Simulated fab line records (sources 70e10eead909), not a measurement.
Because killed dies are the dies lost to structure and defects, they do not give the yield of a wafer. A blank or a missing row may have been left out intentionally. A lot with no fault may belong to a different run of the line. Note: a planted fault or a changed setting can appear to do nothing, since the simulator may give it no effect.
fab line records | flow nand_harc | part 2 of 2: steps 5 to 6 of 6
record lots=23 | wafers=69 | last_day=24
route steps=1159 shown A_STAIRCASE@552
lots that met no fault: taken from a fault-free run of the same line
start_h: the number of hours between the record's first day and the start of the first shown wafer of the lot | wait_h: time in hours since the lot's previous step | " unchanged from the row above | L1.1+2: one row covering several wafers at once | - either no value or no given start | * or withheld: withheld | < > ~ a bound
route shown NAME@n: a module of which the file shows steps, and the number in the route of the first | usual: mean and standard deviation over wafers with no fault | same: alike in all rows | chamber/n: place in a boat | sites: readings site by site | _std_site: the standard deviation of these | _edge_site: mean of outer sites minus mean of inner sites | radius_mm: for every site, how far away it sits from the centre of the wafer | mask NAME#n: copy n | behind: tool/chamber where the wafer was last shaped | hold: why the lot went on hold/how many hours it stayed there/how the hold came to an end | device: the n, p or np transistor that did not switch | end of line: the same wafers' tests at the end of the route | a step without rows: its recipe alone | killed: the dies lost at the first sort to structure and to defects; this is not the yield of the wafer | map: a wafer's dies, marking killed ones x, the rest . and places with no die _
set.NAME: the setting that was run; set.NAME@STEP: the one run at that earlier step | model.NAME: the simulator's own value behind a step, which no gauge read
route steps across a sampled set of lots; one table per step, one row per wafer
services: when a tool's chamber went out of use (start_h, in hours from the record's first day, below 0 if earlier), for how many hours, and the reason
## steps
# step NHARC_A_STAIRCASE_ETCH_188
# recipe target_depth_a=1000 | time_s=40.5 | ion_energy_ev=400 | c4f8_flow_sccm=20 | o2_flow_sccm=10 | ar_flow_sccm=withheld | rf_w=600 | bias_w=1000 | chemistry=C4F8/O2
# usual oes_product_au=0.940/0.012 | rf_vpp_V=899/4.4
lot.wafer | tool        | chamber | start_h | wait_h | oes_product_au | rf_hours_counter_h | rf_vpp_V
L075.1    | rie_diel-02 | 0       | -       | -      | 0.947          | 32                 | 893
L075.2    | "           | 2       | "       | "      | 0.952          | 33                 | 906
L075.5    | "           | 0       | "       | "      | 0.933          | -                  | 893
L074.4    | rie_diel-07 | 3       | -       | -      | 0.955          | 5                  | 895
L074.1    | "           | 2       | "       | "      | 0.946          | 7                  | 901
L074.6    | "           | 3       | "       | "      | 0.950          | -                  | 897
L078.2    | rie_diel-07 | 1       | -       | -      | 0.935          | 9                  | 896
L078.1    | "           | 3       | "       | "      | 0.954          | 8                  | 896
L078.3    | "           | 0       | "       | "      | 0.943          | 8                  | 901
L076.4    | rie_diel-06 | 3       | -       | -      | 0.928          | 2                  | 907
L076.1    | "           | 1       | "       | "      | 0.934          | 2                  | 898
L076.6    | "           | 0       | "       | "      | 0.938          | -                  | 902
L077.1    | rie_diel-06 | 2       | -       | -      | 0.949          | 2                  | 904
L077.2    | "           | 0       | "       | "      | 0.968          | 3                  | 901
L077.6    | "           | 2       | "       | "      | 0.953          | -                  | 904
L079.2    | rie_diel-02 | 0       | -       | -      | 0.948          | 44                 | 892
L079.4    | "           | 1       | "       | "      | 0.933          | 44                 | 888
L079.6    | "           | 0       | "       | "      | 0.937          | -                  | 892
L080.4    | rie_diel-07 | 3       | -       | -      | 0.942          | -                  | 897
L080.3    | "           | 1       | "       | "      | 0.939          | -                  | 895
L080.5    | "           | 1       | "       | "      | 0.932          | -                  | 898
L081.1    | rie_diel-06 | 0       | -       | -      | 0.935          | 9                  | 904
L081.2    | "           | 2       | "       | "      | 0.938          | 10                 | 904
L081.6    | "           | 3       | "       | "      | 0.934          | -                  | 904
L083.1    | rie_diel-06 | 1       | -       | -      | 0.943          | 16                 | 896
L083.3    | "           | 3       | "       | "      | 0.922          | 14                 | 904
L083.5    | "           | 1       | "       | "      | 0.943          | -                  | 897
L084.3    | rie_diel-07 | 2       | -       | -      | 0.925          | 23                 | 898
L084.6    | "           | 1       | "       | "      | 0.942          | -                  | 897
L084.5    | "           | 2       | "       | "      | 0.932          | -                  | 900
L087.1    | rie_diel-07 | 3       | -       | -      | 0.962          | 35                 | 896
L087.2    | "           | 1       | "       | "      | 0.957          | 36                 | 896
L087.4    | "           | 2       | "       | "      | 0.947          | 31                 | 900
L086.1    | rie_diel-06 | 3       | -       | -      | 0.945          | 23                 | 905
L086.4    | "           | 0       | "       | "      | 0.965          | 19                 | 902
L086.2    | "           | 1       | "       | "      | 0.950          | 24                 | 895
L085.1    | rie_diel-06 | 0       | -       | -      | 0.943          | 19                 | 902
L085.3    | "           | 1       | "       | "      | 0.932          | 24                 | 896
L085.5    | "           | 3       | "       | "      | 0.943          | -                  | 905
L088.1    | rie_diel-06 | 3       | -       | -      | 0.916          | 27                 | 905
L088.4    | "           | 0       | "       | "      | 0.922          | 22                 | 905
L088.3    | "           | 2       | "       | "      | 0.930          | 27                 | 905
L089.3    | rie_diel-06 | 3       | -       | -      | 0.947          | 30                 | 906
L089.4    | "           | 0       | "       | "      | 0.939          | 26                 | 903
L089.5    | "           | 0       | "       | "      | 0.941          | -                  | 901
L090.1    | rie_diel-07 | 3       | -       | -      | 0.925          | 42                 | 897
L090.3    | "           | 0       | "       | "      | 0.929          | 38                 | 901
L090.4    | "           | 0       | "       | "      | 0.923          | -                  | 898
L091.2    | rie_diel-06 | 3       | -       | -      | 0.923          | 30                 | 904
L091.1    | "           | 1       | "       | "      | 0.942          | 31                 | 896
L091.3    | "           | 2       | "       | "      | 0.931          | 30                 | 904
L092.1    | rie_diel-02 | 1       | -       | -      | 0.956          | 3                  | 889
L092.4    | "           | 2       | "       | "      | 0.958          | 3                  | 904
L092.5    | "           | 1       | "       | "      | 0.959          | -                  | 890
L095.1    | rie_diel-02 | 3       | -       | -      | 0.916          | 8                  | 900
L095.3    | "           | 0       | "       | "      | 0.933          | 7                  | 891
L095.2    | "           | 2       | "       | "      | 0.929          | 7                  | 906
L096.4    | rie_diel-06 | 1       | -       | -      | 0.964          | 42                 | 897
L096.1    | "           | 2       | "       | "      | 0.944          | 41                 | 903
L096.3    | "           | 0       | "       | "      | 0.927          | 38                 | 902
L093.2    | rie_diel-07 | 2       | -       | -      | 0.934          | 49                 | 899
L093.4    | "           | 1       | "       | "      | 0.925          | 46                 | 897
L093.6    | "           | 2       | "       | "      | 0.935          | -                  | 900
L094.3    | rie_diel-07 | 3       | -       | -      | 0.949          | 53                 | 895
L094.4    | "           | 2       | "       | "      | 0.949          | 50                 | 900
L094.6    | "           | 0       | "       | "      | 0.955          | -                  | 901
L097.4    | rie_diel-07 | 1       | -       | -      | 0.929          | 50                 | 897
L097.1    | "           | 3       | "       | "      | 0.935          | 56                 | 895
L097.5    | "           | 2       | "       | "      | 0.923          | -                  | 900
# step NHARC_A_STAIRCASE_TRIM_193
# recipe time_s=211.2 | o2_flow_sccm=500 | ar_flow_sccm=0 | bias_w=0 | chemistry=O2
# usual drypump_motor_current_A=5.4/0.33 | o2_flow_sccm=500.0/1.3 | oes_product_au=1.001/0.0073 | rf_vpp_V=58.0/0.81 | showerhead_plenum_p_Torr=3.63/0.11 | throttle_valve_pct=17.037/0.0079
lot.wafer | tool        | chamber | start_h | wait_h | drypump_motor_current_A | o2_flow_sccm | oes_product_au | rf_hours_counter_h | rf_vpp_V | showerhead_plenum_p_Torr | throttle_valve_pct
L075.1    | rie_diel-02 | 3       | -       | -      | 6.1                     | 499.9        | 0.995          | 30                 | 59.0     | 3.64                     | 17.043
L075.2    | "           | 0       | "       | "      | 5.8                     | 499.9        | 1.006          | 33                 | 57.6     | 3.42                     | 17.024
L075.5    | "           | 2       | "       | "      | 5.2                     | 500.9        | 1.007          | -                  | 58.2     | 3.79                     | 17.034
L074.4    | rie_diel-07 | 3       | -       | -      | 5.5                     | 500.7        | 0.993          | 6                  | 58.3     | 3.55                     | 17.022
L074.1    | "           | 1       | "       | "      | 5.6                     | 503.4        | 0.995          | 7                  | 57.6     | 3.56                     | 17.048
L074.6    | "           | 3       | "       | "      | 5.5                     | 500.8        | 0.993          | -                  | 56.8     | 3.55                     | 17.031
L078.3    | rie_diel-07 | 2       | -       | -      | 5.6                     | 499.2        | 1.000          | 9                  | 57.5     | 3.63                     | 17.035
L078.2    | "           | 3       | "       | "      | 5.5                     | 501.3        | 1.002          | 8                  | 57.6     | 3.54                     | 17.023
L078.1    | "           | 0       | "       | "      | 5.7                     | 500.2        | 1.010          | 8                  | 58.4     | 3.66                     | 17.027
L076.4    | rie_diel-06 | 1       | -       | -      | 5.3                     | 498.7        | 1.005          | 2                  | 58.6     | 3.56                     | 17.051
L076.1    | "           | 3       | "       | "      | 4.7                     | 499.8        | 1.002          | 2                  | 59.9     | 3.77                     | 17.031
L076.6    | "           | 2       | "       | "      | 5.3                     | 500.7        | 1.015          | -                  | 58.1     | 3.77                     | 17.043
L077.2    | rie_diel-06 | 0       | -       | -      | 5.0                     | 502.2        | 1.026          | 3                  | 58.1     | 3.71                     | 17.033
L077.1    | "           | 2       | "       | "      | 5.3                     | 501.4        | 1.008          | 3                  | 59.2     | 3.77                     | 17.040
L077.6    | "           | 0       | "       | "      | 5.0                     | 501.8        | 1.012          | -                  | 57.8     | 3.71                     | 17.035
L079.4    | rie_diel-02 | 1       | -       | -      | 5.5                     | 500.3        | 0.994          | 44                 | 57.4     | 3.36                     | 17.032
L079.2    | "           | 2       | "       | "      | 5.2                     | 501.0        | 0.999          | 44                 | 58.0     | 3.78                     | 17.043
L079.6    | "           | 1       | "       | "      | 5.5                     | 499.2        | 1.001          | -                  | 57.3     | 3.36                     | 17.043
L080.4    | rie_diel-07 | 3       | -       | -      | 5.5                     | 501.3        | 1.008          | -                  | 58.2     | 3.54                     | 17.025
L080.3    | "           | 1       | "       | "      | 5.6                     | 499.3        | 1.001          | -                  | 57.3     | 3.56                     | 17.027
L080.5    | "           | 1       | "       | "      | 5.6                     | 500.4        | 0.997          | -                  | 57.2     | 3.56                     | 17.032
L081.1    | rie_diel-06 | 2       | -       | -      | 5.3                     | 498.2        | 1.004          | 10                 | 58.5     | 3.77                     | 17.035
L081.2    | "           | 0       | "       | "      | 5.0                     | 499.3        | 0.995          | 9                  | 57.5     | 3.71                     | 17.043
L081.6    | "           | 1       | "       | "      | 5.3                     | 499.7        | 0.999          | -                  | 58.5     | 3.56                     | 17.035
L083.1    | rie_diel-06 | 2       | -       | -      | 5.3                     | 501.8        | 1.021          | 16                 | 59.2     | 3.76                     | 17.028
L083.3    | "           | 3       | "       | "      | 4.8                     | 498.1        | 0.991          | 14                 | 58.1     | 3.76                     | 17.047
L083.5    | "           | 1       | "       | "      | 5.2                     | 501.6        | 1.006          | -                  | 57.3     | 3.55                     | 17.045
L084.3    | rie_diel-07 | 2       | -       | -      | 5.6                     | 499.4        | 0.993          | 23                 | 57.2     | 3.62                     | 17.043
L084.6    | "           | 1       | "       | "      | 5.6                     | 501.7        | 1.010          | -                  | 57.3     | 3.55                     | 17.040
L084.5    | "           | 2       | "       | "      | 5.6                     | 498.8        | 1.002          | -                  | 57.2     | 3.62                     | 17.033
L087.2    | rie_diel-07 | 2       | -       | -      | 5.6                     | 497.5        | 0.995          | 31                 | 60.0     | 3.62                     | 17.038
L087.1    | "           | 0       | "       | "      | 5.7                     | 499.0        | 0.997          | 31                 | 58.1     | 3.65                     | 17.036
L087.4    | "           | 1       | "       | "      | 5.6                     | 500.6        | 1.000          | 36                 | 56.9     | 3.55                     | 17.026
L086.2    | rie_diel-06 | 0       | -       | -      | 5.0                     | 499.6        | 1.008          | 19                 | 58.7     | 3.70                     | 17.028
L086.4    | "           | 1       | "       | "      | 5.3                     | 501.5        | 1.004          | 24                 | 59.6     | 3.55                     | 17.040
L086.1    | "           | 3       | "       | "      | 4.8                     | 501.3        | 0.994          | 23                 | 59.0     | 3.76                     | 17.038
L085.3    | rie_diel-06 | 3       | -       | -      | 4.7                     | 500.2        | 0.991          | 24                 | 57.1     | 3.76                     | 17.021
L085.1    | "           | 2       | "       | "      | 5.3                     | 500.2        | 1.016          | 25                 | 59.5     | 3.76                     | 17.047
L085.5    | "           | 3       | "       | "      | 4.8                     | 498.6        | 0.989          | -                  | 57.1     | 3.76                     | 17.032
L088.3    | rie_diel-06 | 3       | -       | -      | 4.7                     | 496.8        | 0.996          | 27                 | 59.1     | 3.76                     | 17.052
L088.4    | "           | 1       | "       | "      | 5.3                     | 499.9        | 0.996          | 28                 | 58.0     | 3.55                     | 17.046
L088.1    | "           | 2       | "       | "      | 5.3                     | 500.8        | 1.008          | 28                 | 58.7     | 3.76                     | 17.042
L089.3    | rie_diel-06 | 3       | -       | -      | 4.8                     | 498.4        | 0.990          | 30                 | 58.4     | 3.75                     | 17.022
L089.4    | "           | 0       | "       | "      | 5.0                     | 501.1        | 0.997          | 26                 | 58.8     | 3.70                     | 17.051
L089.5    | "           | 1       | "       | "      | 5.2                     | 499.8        | 1.000          | -                  | 57.6     | 3.55                     | 17.059
L090.3    | rie_diel-07 | 0       | -       | -      | 5.7                     | 501.2        | 1.009          | 38                 | 57.7     | 3.64                     | 17.035
L090.1    | "           | 2       | "       | "      | 5.6                     | 501.3        | 1.003          | 39                 | 57.0     | 3.61                     | 17.036
L090.4    | "           | 3       | "       | "      | 5.5                     | 500.3        | 1.006          | -                  | 57.3     | 3.53                     | 17.041
L091.1    | rie_diel-06 | 3       | -       | -      | 4.7                     | 499.7        | 0.989          | 31                 | 58.9     | 3.75                     | 17.040
L091.2    | "           | 0       | "       | "      | 5.0                     | 500.9        | 0.993          | 27                 | 58.0     | 3.70                     | 17.051
L091.3    | "           | 2       | "       | "      | 5.3                     | 500.2        | 1.004          | 31                 | 58.6     | 3.75                     | 17.021
L092.1    | rie_diel-02 | 1       | -       | -      | 5.5                     | 498.7        | 0.990          | 3                  | 59.1     | 3.34                     | 17.039
L092.4    | "           | 3       | "       | "      | 6.1                     | 500.6        | 0.990          | 4                  | 58.8     | 3.62                     | 17.037
L092.5    | "           | 1       | "       | "      | 5.5                     | 500.3        | 0.998          | -                  | 56.2     | 3.34                     | 17.039
L095.2    | rie_diel-02 | 2       | -       | -      | 5.2                     | 500.8        | 1.007          | 8                  | 57.9     | 3.77                     | 17.038
L095.3    | "           | 0       | "       | "      | 5.9                     | 496.7        | 1.014          | 8                  | 56.8     | 3.40                     | 17.032
L095.1    | "           | 1       | "       | "      | 5.5                     | 500.3        | 1.015          | 7                  | 56.8     | 3.34                     | 17.033
L096.3    | rie_diel-06 | 2       | -       | -      | 5.3                     | 498.4        | 1.004          | 42                 | 57.4     | 3.75                     | 17.039
L096.1    | "           | 3       | "       | "      | 4.7                     | 500.6        | 1.007          | 42                 | 58.5     | 3.75                     | 17.042
L096.4    | "           | 0       | "       | "      | 5.0                     | 500.0        | 1.007          | 38                 | 57.3     | 3.69                     | 17.032
L093.4    | rie_diel-07 | 3       | -       | -      | 5.5                     | 500.2        | 1.000          | 53                 | 58.5     | 3.52                     | 17.035
L093.2    | "           | 0       | "       | "      | 5.7                     | 496.9        | 0.997          | 49                 | 56.3     | 3.64                     | 17.041
L093.6    | "           | 1       | "       | "      | 5.6                     | 500.1        | 1.003          | -                  | 57.2     | 3.54                     | 17.044
L094.4    | rie_diel-07 | 1       | -       | -      | 5.6                     | 499.7        | 0.998          | 48                 | 58.1     | 3.54                     | 17.047
L094.3    | "           | 2       | "       | "      | 5.6                     | 499.6        | 0.997          | 50                 | 59.1     | 3.61                     | 17.045
L094.6    | "           | 3       | "       | "      | 5.5                     | 500.9        | 0.997          | -                  | 57.4     | 3.52                     | 17.036
L097.1    | rie_diel-07 | 3       | -       | -      | 5.5                     | 501.5        | 0.997          | 56                 | 56.5     | 3.52                     | 17.025
L097.4    | "           | 0       | "       | "      | 5.7                     | 499.5        | 1.001          | 53                 | 56.5     | 3.64                     | 17.029
L097.5    | "           | 3       | "       | "      | 5.5                     | 500.6        | 1.006          | -                  | 58.3     | 3.52                     | 17.027
## services
tool        | chamber | start_h | hours | kind
rie_diel-07 | 3       | 217.21  | 9.3   | repair
rie_diel-02 | 2       | 222.54  | 2.5   | repair
rie_diel-06 | 0       | 222.84  | -     | clean
rie_diel-06 | 1       | 222.84  | -     | clean
rie_diel-06 | 2       | 222.84  | -     | clean
rie_diel-06 | 3       | 222.84  | -     | clean
rie_diel-07 | -       | 228.36  | 9.0   | pm
rie_diel-02 | 3       | 235.05  | 5.9   | repair
rie_diel-06 | -       | 241.85  | 9.0   | pm
rie_diel-06 | 0       | 241.85  | 9.0   | vent_cycle
rie_diel-06 | 1       | 241.85  | 9.0   | vent_cycle
rie_diel-06 | 2       | 241.85  | 9.0   | vent_cycle
rie_diel-06 | 3       | 241.85  | 9.0   | vent_cycle
rie_diel-06 | 0       | 250.85  | -     | clean
rie_diel-06 | 1       | 250.85  | -     | clean
rie_diel-06 | 2       | 250.85  | -     | clean
rie_diel-06 | 3       | 250.85  | -     | clean
rie_diel-02 | -       | 258.59  | 0.4   | repair
rie_diel-07 | 0       | 271.98  | 11.8  | repair
rie_diel-06 | 0       | 276.31  | -     | clean
rie_diel-06 | 1       | 276.31  | -     | clean
rie_diel-06 | 0       | 284.88  | 9.7   | repair
rie_diel-06 | -       | 300.37  | 1.9   | repair
rie_diel-02 | -       | 327.83  | 9.0   | pm
